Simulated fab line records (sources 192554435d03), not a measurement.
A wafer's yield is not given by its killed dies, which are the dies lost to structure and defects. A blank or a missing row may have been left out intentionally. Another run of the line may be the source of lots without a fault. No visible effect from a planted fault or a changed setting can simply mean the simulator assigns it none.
Split-lot experiment || flow n5 finfet || on a route of 1938 steps: 7 lots, 21 wafers read

THE SPLIT ITSELF
At N5_FIN_SAQP_HM_DEP_03 (deposits SiNx from SiH4/NH3/N2, target thk 38 nm, time 33.6 s), the setting time s was moved away from the recipe's 33.6 s on 7 of the 21 wafers read, by -13.7% to +13.8%. The other wafers ran this setting at the recipe's value.

FROM THE SPLIT TO THE READING: what the file shows between them, 14 steps
- N5_FIN_SAQP_THK_MEAS_05
- N5_FIN_SAQP_PECVD_47: deposits a-Si from SiH4/He, target thk 45 nm, time 36.3 s (also split here: time s)
- N5_FIN_SAQP_PECVD_48: deposits SiNx from SiH4/NH3/N2, target thk 25 nm, time 22.1 s
- N5_FIN_SAQP_PECVD_06: deposits a-Si from SiH4/He, target thk 60 nm, time 48.1 s
- N5_FIN_SAQP_ETCH_57: etches SiNx in CH3F/O2, target depth 32.5 nm, time 46.4 s
- N5_FIN_SAQP_ETCH_65: etches SiO2 in CF4, target depth 4 nm, time 4.4 s
- N5_FIN_SAQP_MANDREL_ETCH_58: etches a-Si in HBr/Cl2, stops on SiNx, target depth 45 nm, bt time 10 s, time 27 s
- N5_FIN_SAQP_RECESS_63: chemistry HF/NH3, target SiO2, target depth 18 nm, afs cycles 3, sublimation time 60 s
- N5_FIN_SAQP_COAT_68: time 60 s, resist thk 100 nm
- N5_FIN_SAQP_MANDREL2_REMOVE_60: chemistry HBr/Cl2/O2, target a-Si, stops on SiNx, bt time 10 s
- N5_FIN_SAQP_HM_OPEN_33: chemistry CH3F/O2, target SiNx, target depth 49.4 nm, time 70.6 s
- N5_FIN_SAQP_ETCH_34: etches SiO2 in C4F6/O2, target depth 45 nm, time 15 s
- N5_FIN_SAQP_STRIP_77: strips in N2/H2, time 90 s
- N5_FIN_SAQP_ETCH_64: etches SiO2 in CF4, target depth 1.5 nm

THE READING
SiNx_of_FIN_SAQP_HM_DEP_03.thk nm (the simulator's own value, which no gauge read), in nm, at N5_FIN_SAQP_FIN_ETCH_36 (etches the open film in HBr/Cl2/O2, target depth 120 nm, time 50.4 s). The file does not state a usual value for it. Average 21.6 nm, standard deviation 0.56 nm, over the 14 wafers here run with the recipe.

{"wafer": "L077.2", "tool, chamber at the split": "pecvd-01, 1", "time s as run, s": 38.23, "against the recipe": "+13.8%", "SiNx_of_FIN_SAQP_HM_DEP_03.thk nm, nm": 26.2, "against lot-mates on the recipe": "+4.6"}
{"wafer": "L077.5", "tool, chamber at the split": "pecvd-01, 0", "time s as run, s": 38.23, "against the recipe": "+13.8%", "SiNx_of_FIN_SAQP_HM_DEP_03.thk nm, nm": 26.4, "against lot-mates on the recipe": "+4.8"}
{"wafer": "L077.6", "tool, chamber at the split": "pecvd-01, 1", "time s as run, s": 33.6, "against the recipe": "recipe", "SiNx_of_FIN_SAQP_HM_DEP_03.thk nm, nm": 21.6, "against lot-mates on the recipe": "-"}
{"wafer": "L080.2", "tool, chamber at the split": "pecvd-01, 0", "time s as run, s": 37.58, "against the recipe": "+11.8%", "SiNx_of_FIN_SAQP_HM_DEP_03.thk nm, nm": 24.8, "against lot-mates on the recipe": "+3.8"}
{"wafer": "L080.3", "tool, chamber at the split": "pecvd-01, 1", "time s as run, s": 37.58, "against the recipe": "+11.8%", "SiNx_of_FIN_SAQP_HM_DEP_03.thk nm, nm": 26.2, "against lot-mates on the recipe": "+5.2"}
{"wafer": "L080.5", "tool, chamber at the split": "pecvd-01, 2", "time s as run, s": 33.6, "against the recipe": "recipe", "SiNx_of_FIN_SAQP_HM_DEP_03.thk nm, nm": 21, "against lot-mates on the recipe": "-"}
{"wafer": "L085.2", "tool, chamber at the split": "pecvd-01, 1", "time s as run, s": 33.6, "against the recipe": "recipe", "SiNx_of_FIN_SAQP_HM_DEP_03.thk nm, nm": 21.6, "against lot-mates on the recipe": "-"}
{"wafer": "L085.3", "tool, chamber at the split": "pecvd-01, 2", "time s as run, s": 33.6, "against the recipe": "recipe", "SiNx_of_FIN_SAQP_HM_DEP_03.thk nm, nm": 21.2, "against lot-mates on the recipe": "-"}
{"wafer": "L085.5", "tool, chamber at the split": "pecvd-01, 2", "time s as run, s": 33.6, "against the recipe": "recipe", "SiNx_of_FIN_SAQP_HM_DEP_03.thk nm, nm": 22, "against lot-mates on the recipe": "-"}
{"wafer": "L090.2", "tool, chamber at the split": "pecvd-04, 2", "time s as run, s": 36.29, "against the recipe": "+8.0%", "SiNx_of_FIN_SAQP_HM_DEP_03.thk nm, nm": 23.4, "against lot-mates on the recipe": "+2.6"}
{"wafer": "L090.4", "tool, chamber at the split": "pecvd-04, 2", "time s as run, s": 33.6, "against the recipe": "recipe", "SiNx_of_FIN_SAQP_HM_DEP_03.thk nm, nm": 20.6, "against lot-mates on the recipe": "-"}
{"wafer": "L090.6", "tool, chamber at the split": "pecvd-04, 1", "time s as run, s": 33.6, "against the recipe": "recipe", "SiNx_of_FIN_SAQP_HM_DEP_03.thk nm, nm": 21, "against lot-mates on the recipe": "-"}
{"wafer": "L093.1", "tool, chamber at the split": "pecvd-01, 2", "time s as run, s": 33.6, "against the recipe": "recipe", "SiNx_of_FIN_SAQP_HM_DEP_03.thk nm, nm": 22.2, "against lot-mates on the recipe": "-"}
{"wafer": "L093.5", "tool, chamber at the split": "pecvd-01, 0", "time s as run, s": 33.6, "against the recipe": "recipe", "SiNx_of_FIN_SAQP_HM_DEP_03.thk nm, nm": 22.6, "against lot-mates on the recipe": "-"}
{"wafer": "L093.6", "tool, chamber at the split": "pecvd-01, 1", "time s as run, s": 33.6, "against the recipe": "recipe", "SiNx_of_FIN_SAQP_HM_DEP_03.thk nm, nm": 22.4, "against lot-mates on the recipe": "-"}
{"wafer": "L096.3", "tool, chamber at the split": "pecvd-02, 1", "time s as run, s": 33.6, "against the recipe": "recipe", "SiNx_of_FIN_SAQP_HM_DEP_03.thk nm, nm": 21.2, "against lot-mates on the recipe": "-"}
{"wafer": "L096.4", "tool, chamber at the split": "pecvd-02, 1", "time s as run, s": 33.6, "against the recipe": "recipe", "SiNx_of_FIN_SAQP_HM_DEP_03.thk nm, nm": 21.4, "against lot-mates on the recipe": "-"}
{"wafer": "L096.6", "tool, chamber at the split": "pecvd-02, 2", "time s as run, s": 35.7, "against the recipe": "+6.2%", "SiNx_of_FIN_SAQP_HM_DEP_03.thk nm, nm": 25, "against lot-mates on the recipe": "+3.7"}
{"wafer": "L097.3", "tool, chamber at the split": "pecvd-01, 2", "time s as run, s": 33.6, "against the recipe": "recipe", "SiNx_of_FIN_SAQP_HM_DEP_03.thk nm, nm": 21.8, "against lot-mates on the recipe": "-"}
{"wafer": "L097.5", "tool, chamber at the split": "pecvd-01, 2", "time s as run, s": 28.99, "against the recipe": "-13.7%", "SiNx_of_FIN_SAQP_HM_DEP_03.thk nm, nm": 16.4, "against lot-mates on the recipe": -5.1}
{"wafer": "L097.6", "tool, chamber at the split": "pecvd-01, 1", "time s as run, s": 33.6, "against the recipe": "recipe", "SiNx_of_FIN_SAQP_HM_DEP_03.thk nm, nm": 21.2, "against lot-mates on the recipe": "-"}

FIT RESULTS
A straight line over all 21 wafers: SiNx_of_FIN_SAQP_HM_DEP_03.thk nm changes by +0.349 nm for each +1% of time s; r = +0.96; the points scatter about the line by 0.65 nm.
The same after taking each lot's own level away (the mean of its wafers on the recipe; 21 wafers): +0.366 nm for each +1%; r = +0.98; scatter 0.46 nm.
That fit puts the effect of the largest move of time s on the reading at 5 nm.
Measured against the standard deviation above, the lots' own levels, which go from 20.80 to 22.40 nm, span 2.8 times it.
The two slopes are in agreement: the lot-to-lot level therefore moves the slope only a little.
Check: with one of the wafers moved furthest among these (+13.8%) left out of the fit, the line predicts +5.2 nm for it against its lot-mates. It came out at +4.6 nm against them.

THE OTHER SPLITS THESE WAFERS WENT THROUGH
Note: prior to the reading, these wafers also went through further splits. Each is held against what the fit with the lots' levels taken away leaves over:
{"other split on the same wafers": "N5_WELL_APT_COAT_02 spin rpm", "wafers away from the commonest value": 5, "r with SiNx_of_FIN_SAQP_HM_DEP_03.thk nm (lot level and that fit taken away)": "+0.09"}
{"other split on the same wafers": "N5_PMOS_HMC_CHANNEL_EPI_PEB_07 peb time s", "wafers away from the commonest value": 6, "r with SiNx_of_FIN_SAQP_HM_DEP_03.thk nm (lot level and that fit taken away)": -0.09}
{"other split on the same wafers": "N5_PMOS_HMC_CHANNEL_EPI_DEVELOP_08 develop time s", "wafers away from the commonest value": 10, "r with SiNx_of_FIN_SAQP_HM_DEP_03.thk nm (lot level and that fit taken away)": -0.20}
{"other split on the same wafers": "N5_FIN_SAQP_PECVD_47 time s", "wafers away from the commonest value": 4, "r with SiNx_of_FIN_SAQP_HM_DEP_03.thk nm (lot level and that fit taken away)": "+0.22"}

THE WHOLE CHAIN: every reading that the file lists as answering this split, in the file's order
{"step": "N5_FIN_SAQP_HM_DEP_03", "what it does": "deposits SiNx from SiH4/NH3/N2, target thk 38 nm, time 33.6 s", "reading": "SiNx_of_FIN_SAQP_HM_DEP_03.thk nm (the simulator's own value, which no gauge read)", "change (the file's fit)": "+0.356 nm for each +1% of the setting", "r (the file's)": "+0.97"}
{"step": "N5_FIN_SAQP_THK_MEAS_05", "what it does": "", "reading": "thk nm", "change (the file's fit)": "withheld for each +1% of the setting", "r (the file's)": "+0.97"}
{"step": "N5_FIN_SAQP_MANDREL_ETCH_58", "what it does": "etches a-Si in HBr/Cl2, stops on SiNx, target depth 45 nm, bt time 10 s, time 27 s", "reading": "SiNx_of_FIN_SAQP_HM_DEP_03.thk nm (the simulator's own value, which no gauge read)", "change (the file's fit)": "+0.35 nm for each +1% of the setting", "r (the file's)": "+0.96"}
{"step": "N5_FIN_SAQP_HM_OPEN_33", "what it does": "chemistry CH3F/O2, target SiNx, target depth 49.4 nm, time 70.6 s", "reading": "etch rf on time s", "change (the file's fit)": "withheld for each +1% of the setting", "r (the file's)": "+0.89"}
{"step": "N5_FIN_SAQP_HM_OPEN_33", "what it does": "chemistry CH3F/O2, target SiNx, target depth 49.4 nm, time 70.6 s", "reading": "etch.depth nm (the simulator's own value, which no gauge read)", "change (the file's fit)": "+0.35 nm for each +1% of the setting", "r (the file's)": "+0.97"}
{"step": "N5_FIN_SAQP_FIN_ETCH_36", "what it does": "etches the open film in HBr/Cl2/O2, target depth 120 nm, time 50.4 s", "reading": "SiNx_of_FIN_SAQP_HM_DEP_03.thk nm (the simulator's own value, which no gauge read)", "change (the file's fit)": "+0.373 nm for each +1% of the setting", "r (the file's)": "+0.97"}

FILE'S OWN FIT
SiNx_of_FIN_SAQP_HM_DEP_03.thk nm changes by +0.373 nm for each +1% of time s, r = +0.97.
